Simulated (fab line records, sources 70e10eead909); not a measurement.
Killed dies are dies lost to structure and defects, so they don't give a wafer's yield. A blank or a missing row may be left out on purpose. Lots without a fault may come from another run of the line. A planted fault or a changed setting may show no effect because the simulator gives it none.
Chamber matching | flow nand_harc | NHARC_A_STAIRCASE_TRIM_220 on rie_diel-03: 4 sister chambers
The step chemistry O2, time 211.2 s. 8 wafers are shown with their chamber, then 10 later ones without.

WAFERS WITH THEIR CHAMBER
wafer  | chamber | showerhead_plenum_p_Torr (Torr) | oes_product_au (a.u.)
L081.6 | 2       | 3.34                            | 0.997
L082.3 | 0       | 3.28                            | 0.999
L082.5 | 3       | 3.37                            | 1.019
L083.1 | 0       | 3.27                            | 1.001
L083.2 | 1       | 3.55                            | 1.013
L083.6 | 1       | 3.55                            | 1.004
L089.2 | 2       | 3.33                            | 0.993
L089.3 | 3       | 3.36                            | 1.016

WAFERS WITHOUT THEIR CHAMBER
wafer  | showerhead_plenum_p_Torr (Torr) | oes_product_au (a.u.)
L089.5 | 3.36                            | 1.019
L094.3 | 3.32                            | 0.986
L094.4 | 3.53                            | 1.000
L094.6 | 3.79                            | 1.005
L096.1 | 3.78                            | 1.015
L096.2 | 3.32                            | 0.994
L096.5 | 3.52                            | 1.014
L097.3 | 3.78                            | 0.990
L097.4 | 3.31                            | 0.985
L097.5 | 3.52                            | 1.004

WHICH CHAMBER EACH WENT THROUGH
wafer  | from the rows above | in truth
L089.5 | 3                   | 3
L094.3 | 2                   | 2
L094.4 | 1                   | 1
L094.6 | 1                   | 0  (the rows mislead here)
L096.1 | 1                   | 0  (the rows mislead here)
L096.2 | 2                   | 2
L096.5 | 1                   | 1
L097.3 | 1                   | 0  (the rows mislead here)
L097.4 | 2                   | 2
L097.5 | 1                   | 1
Placed correctly: 7 of 10. Can't be placed from these rows: 0. Placed wrongly: 3.
How it was worked out, from the rows above alone: a wafer's distance from a chamber is the root of the sum, over the readings, of the square of ((its reading less the chamber's mean) divided by the reading's scatter). The wafer belongs to the nearest chamber; if the next one is less than 2 further off, it can't be placed. A chamber's mean is the mean of its shown wafers. The scatter: the root of (the sum of the squares of (reading less its chamber's mean) over the shown wafers, divided by (wafers less chambers)).
